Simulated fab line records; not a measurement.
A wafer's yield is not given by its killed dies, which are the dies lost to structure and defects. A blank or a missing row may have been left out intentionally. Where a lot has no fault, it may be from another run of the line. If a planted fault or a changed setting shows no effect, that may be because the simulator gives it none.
Problem report in the 8D (eight disciplines) form, filled by code ; flow nandHarc ; the parts of the form that need people (team, actions taken, sign-off) are left out

## 1. WHAT WENT WRONG
runLengthS at NHARC_A_BLC_ETCH_16 reads a mean of 72.4 s on 1 wafer of 1 lot; wafers without a fault read 86.3 s with a standard deviation of 0.4. That is -35 standard deviations from the usual mean.
The step: etches the open film in CF4, target depth 39 nm, time 65 s.
First seen on wafer L297.5, day 28 18:45, on rieDiel-05. The record holds 36 wafers of 12 lots with a number at this step. Rule for "out" (also "out of limits"): further than 4 standard deviations from the usual mean. The other wafers with a number count as sound.

## 2. WHAT IT IS, WHAT IT ISN'T
question;is;is not
which readings at this step;runLengthS;chamberPressureMTorr, drypumpMotorCurrentA, oesProductAu, rfVppV, showerheadPlenumPTorr
which lots;L297;L282, L283, L285, L286, L287, L289, L298, L302, L303, L304, L305
which wafers of those lots;L297.5;L297.2, L297.3
read on which tools;rieDiel-05;rieDiel-07, rieDiel-09
when;from day 28 18:45;"up to then (20 sound wafers); but 15 sound wafers of L298, L302, L303, L304, L305 came after"

## 3. WHAT RULES OUT EACH SUSPECT
Counting: any tool at a process step up to the reading remains a suspect provided it ran every lot that is out. Sound lots after the first of them don't rule it out here, since some wafers of a struck lot are sound.
- rieDiel-05 at NHARC_A_BLC_ETCH_16 (etches the open film in CF4, target depth 39 nm, time 65 s): kept. L297, the lot that is out, went through it at day 28 18:45; up to then, the latest sound lot through it was L289 at day 25 04:16. Its own runLengthS readings are out on those wafers.
- At NHARC_A_BLC_ETCH_16, inside rieDiel-05: chamber 0 took the wafers that are out, while their sound lot-mates went through chambers 1, 3.
The count leaves rieDiel-05 at NHARC_A_BLC_ETCH_16.

## 4. THE CAUSE (what the simulator had put in)
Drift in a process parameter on rieDiel-05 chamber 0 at NHARC_A_BLC_ETCH_16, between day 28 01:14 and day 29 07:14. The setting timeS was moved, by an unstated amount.
The count eliminated every tool but this one.

## 5. SEQUENCE OF EFFECTS, ordered by route
Each row: a reading whose mean over the struck wafers that have a number lies more than 3 standard deviations from the usual. Scope: only readings with a usual standard deviation given in the record; hours: median across lots of the time from each lot's start at the first step in this table that gives one to its start at this step; sigmas: change in usual standard deviations.
hours;step;reading;usual;on struck wafers;change;sigmas
0;NHARC_A_BLC_ETCH_16;runLengthS;86.3 s;72.4;-13.9;-35
Process steps it contains:
- NHARC_A_BLC_ETCH_16: etches the open film in CF4, target depth 39 nm, time 65 s.

## 6. WHAT WOULD HAVE CAUGHT IT SOONER
18 hours passed between the start of the fault at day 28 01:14 and the first reading out of limits in this record, taken at day 28 18:45.
